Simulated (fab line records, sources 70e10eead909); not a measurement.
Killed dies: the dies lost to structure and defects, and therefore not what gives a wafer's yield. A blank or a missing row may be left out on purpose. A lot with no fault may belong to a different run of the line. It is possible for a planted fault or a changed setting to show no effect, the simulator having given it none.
Which tool was responsible? || flow nand harc || 45 wafers from 15 lots sampled at 4 of the route's 1159 steps

== WHAT THE GAUGES READ, wafer by wafer ==
The record holds no reading of a measuring or inspecting step that can be judged against a usual standard deviation.

== WHAT TOOL EACH LOT RAN ON (gives the tool, then ch and the chambers of the sampled wafers, and finally the start) ==
{"lot": "L263", "NHARC_P_ZERO_WELL_PEB_35": "litho track-02 ch 0, day 1 15:45", "NHARC_P_GATE_DESCUM_13": "rie diel-12 ch 0,3, day 3 23:02", "NHARC_P_GATE_DESCUM_61": "rie diel-04 ch 1,2, day 5 03:19", "NHARC_P_CONTACT_DESCUM_17": "rie diel-11 ch 0,3, day 5 11:26"}
{"lot": "L264", "NHARC_P_ZERO_WELL_PEB_35": "litho track-07 ch 0, day 1 21:53", "NHARC_P_GATE_DESCUM_13": "rie diel-02 ch 0,1, day 3 23:04", "NHARC_P_GATE_DESCUM_61": "rie diel-12 ch 0,2,3, day 5 03:40", "NHARC_P_CONTACT_DESCUM_17": "rie diel-08 ch 0,2, day 5 12:04"}
{"lot": "L265", "NHARC_P_ZERO_WELL_PEB_35": "litho track-07 ch 0, day 2 03:53", "NHARC_P_GATE_DESCUM_13": "rie diel-12 ch 0,2,3, day 4 15:12", "NHARC_P_GATE_DESCUM_61": "rie diel-12 ch 0,1,3, day 5 18:51", "NHARC_P_CONTACT_DESCUM_17": "rie diel-11 ch 1,2,3, day 6 01:25"}
{"lot": "L266", "NHARC_P_ZERO_WELL_PEB_35": "litho track-03 ch 0, day 2 10:02", "NHARC_P_GATE_DESCUM_13": "rie diel-12 ch 1,2,3, day 4 15:02", "NHARC_P_GATE_DESCUM_61": "rie diel-12 ch 1,2,3, day 5 18:29", "NHARC_P_CONTACT_DESCUM_17": "rie diel-08 ch 1,2,3, day 6 00:56"}
{"lot": "L267", "NHARC_P_ZERO_WELL_PEB_35": "litho track-02 ch 0, day 2 15:54", "NHARC_P_GATE_DESCUM_13": "rie diel-04 ch 0,1,3, day 5 05:47", "NHARC_P_GATE_DESCUM_61": "rie diel-02 ch 0,1,3, day 6 09:29", "NHARC_P_CONTACT_DESCUM_17": "rie diel-11 ch 0,1,3, day 6 16:25"}
{"lot": "L268", "NHARC_P_ZERO_WELL_PEB_35": "litho track-02 ch 0, day 2 22:01", "NHARC_P_GATE_DESCUM_13": "rie diel-04 ch 2,3, day 5 05:56", "NHARC_P_GATE_DESCUM_61": "rie diel-02 ch 0,2,3, day 6 09:09", "NHARC_P_CONTACT_DESCUM_17": "rie diel-11 ch 2,3, day 6 15:27"}
{"lot": "L271", "NHARC_P_ZERO_WELL_PEB_35": "litho track-07, day 3 16:13", "NHARC_P_GATE_DESCUM_13": "-", "NHARC_P_GATE_DESCUM_61": "-", "NHARC_P_CONTACT_DESCUM_17": "-"}
{"lot": "L272", "NHARC_P_ZERO_WELL_PEB_35": "litho track-03, day 3 21:55", "NHARC_P_GATE_DESCUM_13": "-", "NHARC_P_GATE_DESCUM_61": "-", "NHARC_P_CONTACT_DESCUM_17": "-"}
{"lot": "L273", "NHARC_P_ZERO_WELL_PEB_35": "litho track-03, day 4 03:48", "NHARC_P_GATE_DESCUM_13": "-", "NHARC_P_GATE_DESCUM_61": "-", "NHARC_P_CONTACT_DESCUM_17": "-"}
{"lot": "L281", "NHARC_P_ZERO_WELL_PEB_35": "litho track-03 ch 0, day 6 04:00", "NHARC_P_GATE_DESCUM_13": "rie diel-04 ch 0,1, day 8 15:34", "NHARC_P_GATE_DESCUM_61": "rie diel-04 ch 0,1,3, day 9 21:51", "NHARC_P_CONTACT_DESCUM_17": "rie diel-05 ch 0,1,2, day 10 04:26"}
{"lot": "L282", "NHARC_P_ZERO_WELL_PEB_35": "litho track-07 ch 0, day 6 09:48", "NHARC_P_GATE_DESCUM_13": "rie diel-04 ch 2,3, day 8 15:41", "NHARC_P_GATE_DESCUM_61": "rie diel-12 ch 2,3, day 9 21:19", "NHARC_P_CONTACT_DESCUM_17": "rie diel-11 ch 2,3, day 10 04:16"}
{"lot": "L283", "NHARC_P_ZERO_WELL_PEB_35": "litho track-07 ch 0, day 6 16:07", "NHARC_P_GATE_DESCUM_13": "rie diel-12 ch 1,2, day 9 03:38", "NHARC_P_GATE_DESCUM_61": "rie diel-12 ch 1,2,3, day 10 07:52", "NHARC_P_CONTACT_DESCUM_17": "rie diel-08 ch 0,2,3, day 10 14:28"}
{"lot": "L284", "NHARC_P_ZERO_WELL_PEB_35": "litho track-03 ch 0, day 6 22:08", "NHARC_P_GATE_DESCUM_13": "rie diel-12 ch 0,1,2, day 9 03:42", "NHARC_P_GATE_DESCUM_61": "rie diel-12 ch 0,2,3, day 10 07:21", "NHARC_P_CONTACT_DESCUM_17": "rie diel-11 ch 1,3, day 10 13:59"}
{"lot": "L285", "NHARC_P_ZERO_WELL_PEB_35": "litho track-02 ch 0, day 7 03:56", "NHARC_P_GATE_DESCUM_13": "rie diel-02 ch 0,2,3, day 9 11:41", "NHARC_P_GATE_DESCUM_61": "rie diel-12 ch 1,2,3, day 10 15:56", "NHARC_P_CONTACT_DESCUM_17": "rie diel-08 ch 0,2,3, day 10 22:26"}
{"lot": "L286", "NHARC_P_ZERO_WELL_PEB_35": "litho track-03 ch 0, day 7 09:53", "NHARC_P_GATE_DESCUM_13": "rie diel-04 ch 0,1,3, day 9 18:57", "NHARC_P_GATE_DESCUM_61": "rie diel-12 ch 0,2,3, day 11 00:06", "NHARC_P_CONTACT_DESCUM_17": "rie diel-11 ch 0,1,2, day 11 06:35"}
- NHARC_P_ZERO_WELL_PEB_35: peb time 85 s.
- NHARC_P_GATE_DESCUM_13: chemistry O2, time 3 s.
- NHARC_P_GATE_DESCUM_61: chemistry O2, time 3 s.
- NHARC_P_CONTACT_DESCUM_17: chemistry O2, time 3 s.

== AS READ BY THE TOOLS THEMSELVES (means over the sampled wafers that have a number; for cases with no such wafer, the mark the record gives instead) ==
NHARC_P_ZERO_WELL_PEB_35. Usual: chill plate temp C 22.98 C, standard deviation 0.12; exhaust pa 45.1 Pa, standard deviation 0.94.
{"lot": "L263", "tool": "litho track-02", "chill plate temp C (C)": 22.95, "exhaust pa (Pa)": 45.4, "flag": ""}
{"lot": "L264", "tool": "litho track-07", "chill plate temp C (C)": 22.99, "exhaust pa (Pa)": 45.1, "flag": ""}
{"lot": "L265", "tool": "litho track-07", "chill plate temp C (C)": 22.94, "exhaust pa (Pa)": 45.2, "flag": ""}
{"lot": "L266", "tool": "litho track-03", "chill plate temp C (C)": 22.85, "exhaust pa (Pa)": 45.6, "flag": ""}
{"lot": "L267", "tool": "litho track-02", "chill plate temp C (C)": 22.96, "exhaust pa (Pa)": 43.9, "flag": ""}
{"lot": "L268", "tool": "litho track-02", "chill plate temp C (C)": 22.89, "exhaust pa (Pa)": 45.6, "flag": ""}
{"lot": "L271", "tool": "litho track-07", "chill plate temp C (C)": "-", "exhaust pa (Pa)": "-", "flag": "OFF"}
{"lot": "L272", "tool": "litho track-03", "chill plate temp C (C)": "-", "exhaust pa (Pa)": "-", "flag": "OFF"}
{"lot": "L273", "tool": "litho track-03", "chill plate temp C (C)": "-", "exhaust pa (Pa)": "-", "flag": "OFF"}
{"lot": "L281", "tool": "litho track-03", "chill plate temp C (C)": 22.92, "exhaust pa (Pa)": 44.5, "flag": ""}
{"lot": "L282", "tool": "litho track-07", "chill plate temp C (C)": 23.07, "exhaust pa (Pa)": 46.0, "flag": ""}
{"lot": "L283", "tool": "litho track-07", "chill plate temp C (C)": 23.02, "exhaust pa (Pa)": 44.2, "flag": ""}
{"lot": "L284", "tool": "litho track-03", "chill plate temp C (C)": 22.89, "exhaust pa (Pa)": 45.7, "flag": ""}
{"lot": "L285", "tool": "litho track-02", "chill plate temp C (C)": 22.88, "exhaust pa (Pa)": 44.8, "flag": ""}
{"lot": "L286", "tool": "litho track-03", "chill plate temp C (C)": 22.97, "exhaust pa (Pa)": 45.9, "flag": ""}

NHARC_P_GATE_DESCUM_13. Usual: drypump motor current A 5.58 A, standard deviation 0.29; oes product au 1.003 a.u., standard deviation 0.0073; rf vpp V 57.8 V, standard deviation 0.92; showerhead plenum p Torr 1.94 Torr, standard deviation 0.072; throttle valve pct 11.311 %, standard deviation 0.0086.
{"lot": "L263", "tool": "rie diel-12", "drypump motor current A (A)": 5.48, "oes product au (a.u.)": 1.000, "rf vpp V (V)": 57.4, "showerhead plenum p Torr (Torr)": 1.97, "throttle valve pct (%)": 11.314, "flag": ""}
{"lot": "L264", "tool": "rie diel-02", "drypump motor current A (A)": 5.78, "oes product au (a.u.)": 0.993, "rf vpp V (V)": 58.4, "showerhead plenum p Torr (Torr)": 1.96, "throttle valve pct (%)": 11.312, "flag": ""}
{"lot": "L265", "tool": "rie diel-12", "drypump motor current A (A)": 5.61, "oes product au (a.u.)": 1.002, "rf vpp V (V)": 57.5, "showerhead plenum p Torr (Torr)": 1.91, "throttle valve pct (%)": 11.309, "flag": ""}
{"lot": "L266", "tool": "rie diel-12", "drypump motor current A (A)": 5.67, "oes product au (a.u.)": 1.003, "rf vpp V (V)": 58.1, "showerhead plenum p Torr (Torr)": 1.87, "throttle valve pct (%)": 11.306, "flag": ""}
{"lot": "L267", "tool": "rie diel-04", "drypump motor current A (A)": 5.59, "oes product au (a.u.)": 1.003, "rf vpp V (V)": 57.6, "showerhead plenum p Torr (Torr)": 1.88, "throttle valve pct (%)": 11.311, "flag": ""}
{"lot": "L268", "tool": "rie diel-04", "drypump motor current A (A)": 5.52, "oes product au (a.u.)": 0.996, "rf vpp V (V)": 57.5, "showerhead plenum p Torr (Torr)": 1.98, "throttle valve pct (%)": 11.308, "flag": ""}
{"lot": "L281", "tool": "rie diel-04", "drypump motor current A (A)": 5.43, "oes product au (a.u.)": 1.000, "rf vpp V (V)": 57.7, "showerhead plenum p Torr (Torr)": 1.94, "throttle valve pct (%)": 11.313, "flag": ""}
{"lot": "L282", "tool": "rie diel-04", "drypump motor current A (A)": 5.53, "oes product au (a.u.)": 1.013, "rf vpp V (V)": 58.7, "showerhead plenum p Torr (Torr)": 1.97, "throttle valve pct (%)": 11.308, "flag": ""}
{"lot": "L283", "tool": "rie diel-12", "drypump motor current A (A)": 5.78, "oes product au (a.u.)": 1.000, "rf vpp V (V)": 57.0, "showerhead plenum p Torr (Torr)": 1.89, "throttle valve pct (%)": 11.302, "flag": ""}
{"lot": "L284", "tool": "rie diel-12", "drypump motor current A (A)": 5.72, "oes product au (a.u.)": 0.997, "rf vpp V (V)": 57.7, "showerhead plenum p Torr (Torr)": 1.93, "throttle valve pct (%)": 11.316, "flag": ""}
{"lot": "L285", "tool": "rie diel-02", "drypump motor current A (A)": 5.58, "oes product au (a.u.)": 0.998, "rf vpp V (V)": 57.6, "showerhead plenum p Torr (Torr)": 1.98, "throttle valve pct (%)": 11.316, "flag": ""}
{"lot": "L286", "tool": "rie diel-04", "drypump motor current A (A)": 5.57, "oes product au (a.u.)": 1.014, "rf vpp V (V)": 57.4, "showerhead plenum p Torr (Torr)": 1.97, "throttle valve pct (%)": 11.314, "flag": ""}

NHARC_P_GATE_DESCUM_61. Usual: drypump motor current A 5.60 A, standard deviation 0.29; oes product au 1.001 a.u., standard deviation 0.0072; rf vpp V 57.9 V, standard deviation 0.91; showerhead plenum p Torr 1.93 Torr, standard deviation 0.076; throttle valve pct 11.311 %, standard deviation 0.0089.
{"lot": "L263", "tool": "rie diel-04", "drypump motor current A (A)": 5.40, "oes product au (a.u.)": 1.003, "rf vpp V (V)": 57.9, "showerhead plenum p Torr (Torr)": 1.83, "throttle valve pct (%)": 11.318, "flag": ""}
{"lot": "L264", "tool": "rie diel-12", "drypump motor current A (A)": 5.62, "oes product au (a.u.)": 0.999, "rf vpp V (V)": 56.8, "showerhead plenum p Torr (Torr)": 1.91, "throttle valve pct (%)": 11.313, "flag": ""}
{"lot": "L265", "tool": "rie diel-12", "drypump motor current A (A)": 5.56, "oes product au (a.u.)": 1.009, "rf vpp V (V)": 58.2, "showerhead plenum p Torr (Torr)": 1.93, "throttle valve pct (%)": 11.314, "flag": ""}
{"lot": "L266", "tool": "rie diel-12", "drypump motor current A (A)": 5.69, "oes product au (a.u.)": 1.000, "rf vpp V (V)": 57.1, "showerhead plenum p Torr (Torr)": 1.87, "throttle valve pct (%)": 11.315, "flag": ""}
{"lot": "L267", "tool": "rie diel-02", "drypump motor current A (A)": 5.47, "oes product au (a.u.)": 1.001, "rf vpp V (V)": 58.2, "showerhead plenum p Torr (Torr)": 1.95, "throttle valve pct (%)": 11.314, "flag": ""}
{"lot": "L268", "tool": "rie diel-02", "drypump motor current A (A)": 5.60, "oes product au (a.u.)": 1.002, "rf vpp V (V)": 58.2, "showerhead plenum p Torr (Torr)": 1.99, "throttle valve pct (%)": 11.312, "flag": ""}
{"lot": "L281", "tool": "rie diel-04", "drypump motor current A (A)": 5.56, "oes product au (a.u.)": 0.998, "rf vpp V (V)": 57.8, "showerhead plenum p Torr (Torr)": 1.97, "throttle valve pct (%)": 11.320, "flag": ""}
{"lot": "L282", "tool": "rie diel-12", "drypump motor current A (A)": 5.58, "oes product au (a.u.)": 1.007, "rf vpp V (V)": 56.9, "showerhead plenum p Torr (Torr)": 1.85, "throttle valve pct (%)": 11.317, "flag": ""}
{"lot": "L283", "tool": "rie diel-12", "drypump motor current A (A)": 5.69, "oes product au (a.u.)": 1.013, "rf vpp V (V)": 57.8, "showerhead plenum p Torr (Torr)": 1.87, "throttle valve pct (%)": 11.316, "flag": ""}
{"lot": "L284", "tool": "rie diel-12", "drypump motor current A (A)": 5.64, "oes product au (a.u.)": 1.000, "rf vpp V (V)": 57.2, "showerhead plenum p Torr (Torr)": 1.90, "throttle valve pct (%)": 11.317, "flag": ""}
{"lot": "L285", "tool": "rie diel-12", "drypump motor current A (A)": 5.66, "oes product au (a.u.)": 1.005, "rf vpp V (V)": 57.9, "showerhead plenum p Torr (Torr)": 1.87, "throttle valve pct (%)": 11.321, "flag": ""}
{"lot": "L286", "tool": "rie diel-12", "drypump motor current A (A)": 5.60, "oes product au (a.u.)": 0.996, "rf vpp V (V)": 58.8, "showerhead plenum p Torr (Torr)": 1.90, "throttle valve pct (%)": 11.318, "flag": ""}

NHARC_P_CONTACT_DESCUM_17. Usual: drypump motor current A 5.5 A, standard deviation 0.43; oes product au 1.001 a.u., standard deviation 0.007; rf vpp V 57.8 V, standard deviation 0.93; showerhead plenum p Torr 1.91 Torr, standard deviation 0.098; throttle valve pct 11.311 %, standard deviation 0.0097.
{"lot": "L263", "tool": "rie diel-11", "drypump motor current A (A)": 5.7, "oes product au (a.u.)": 1.003, "rf vpp V (V)": 58.1, "showerhead plenum p Torr (Torr)": 2.01, "throttle valve pct (%)": 11.317, "flag": ""}
{"lot": "L264", "tool": "rie diel-08", "drypump motor current A (A)": 5.3, "oes product au (a.u.)": 0.998, "rf vpp V (V)": 57.5, "showerhead plenum p Torr (Torr)": 1.93, "throttle valve pct (%)": 11.309, "flag": ""}
{"lot": "L265", "tool": "rie diel-11", "drypump motor current A (A)": 5.6, "oes product au (a.u.)": 1.006, "rf vpp V (V)": 57.0, "showerhead plenum p Torr (Torr)": 1.99, "throttle valve pct (%)": 11.308, "flag": ""}
{"lot": "L266", "tool": "rie diel-08", "drypump motor current A (A)": 5.5, "oes product au (a.u.)": 0.988, "rf vpp V (V)": 58.1, "showerhead plenum p Torr (Torr)": 1.88, "throttle valve pct (%)": 11.306, "flag": ""}
{"lot": "L267", "tool": "rie diel-11", "drypump motor current A (A)": 5.5, "oes product au (a.u.)": 1.001, "rf vpp V (V)": 58.3, "showerhead plenum p Torr (Torr)": 2.01, "throttle valve pct (%)": 11.313, "flag": ""}
{"lot": "L268", "tool": "rie diel-11", "drypump motor current A (A)": 5.6, "oes product au (a.u.)": 1.002, "rf vpp V (V)": 58.4, "showerhead plenum p Torr (Torr)": 1.99, "throttle valve pct (%)": 11.307, "flag": ""}
{"lot": "L281", "tool": "rie diel-05", "drypump motor current A (A)": 5.8, "oes product au (a.u.)": 0.985, "rf vpp V (V)": 58.2, "showerhead plenum p Torr (Torr)": 1.87, "throttle valve pct (%)": 11.315, "flag": ""}
{"lot": "L282", "tool": "rie diel-11", "drypump motor current A (A)": 5.6, "oes product au (a.u.)": 1.003, "rf vpp V (V)": 57.7, "showerhead plenum p Torr (Torr)": 1.99, "throttle valve pct (%)": 11.317, "flag": ""}
{"lot": "L283", "tool": "rie diel-08", "drypump motor current A (A)": 5.2, "oes product au (a.u.)": 1.008, "rf vpp V (V)": 58.1, "showerhead plenum p Torr (Torr)": 1.86, "throttle valve pct (%)": 11.304, "flag": ""}
{"lot": "L284", "tool": "rie diel-11", "drypump motor current A (A)": 5.3, "oes product au (a.u.)": 1.005, "rf vpp V (V)": 58.2, "showerhead plenum p Torr (Torr)": 2.01, "throttle valve pct (%)": 11.324, "flag": ""}
{"lot": "L285", "tool": "rie diel-08", "drypump motor current A (A)": 5.1, "oes product au (a.u.)": 0.999, "rf vpp V (V)": 57.5, "showerhead plenum p Torr (Torr)": 1.86, "throttle valve pct (%)": 11.311, "flag": ""}
{"lot": "L286", "tool": "rie diel-11", "drypump motor current A (A)": 5.8, "oes product au (a.u.)": 1.008, "rf vpp V (V)": 56.8, "showerhead plenum p Torr (Torr)": 1.98, "throttle valve pct (%)": 11.311, "flag": ""}

== THE ANSWER, worked out from the rows above alone ==
Rule: lot off if the mean of its wafers having a number is beyond 3 standard deviations from the usual mean. Also off: a lot with no number at a reading for which 4 or more lots have one. Any other lot the step has rows for is counted as sound. After the gauges, taken in route order, come the tools' own readings; for these a lot's mean is taken, as printed above. The first step at which some lot is off is used, and at that step the reading that is off furthest; a lot without a number counts as furthest.
Off: L271, L272, L273 (NHARC_P_ZERO_WELL_PEB_35, chill plate temp C). Without a number there: L271, L272, L273.
A tool fits if, at that step or a process step before it, it ran every lot that is off, and no sound lot after the first of them. Not one of the candidates tried fits.

== WHAT HAD BEEN PUT IN BY THE SIMULATOR ==
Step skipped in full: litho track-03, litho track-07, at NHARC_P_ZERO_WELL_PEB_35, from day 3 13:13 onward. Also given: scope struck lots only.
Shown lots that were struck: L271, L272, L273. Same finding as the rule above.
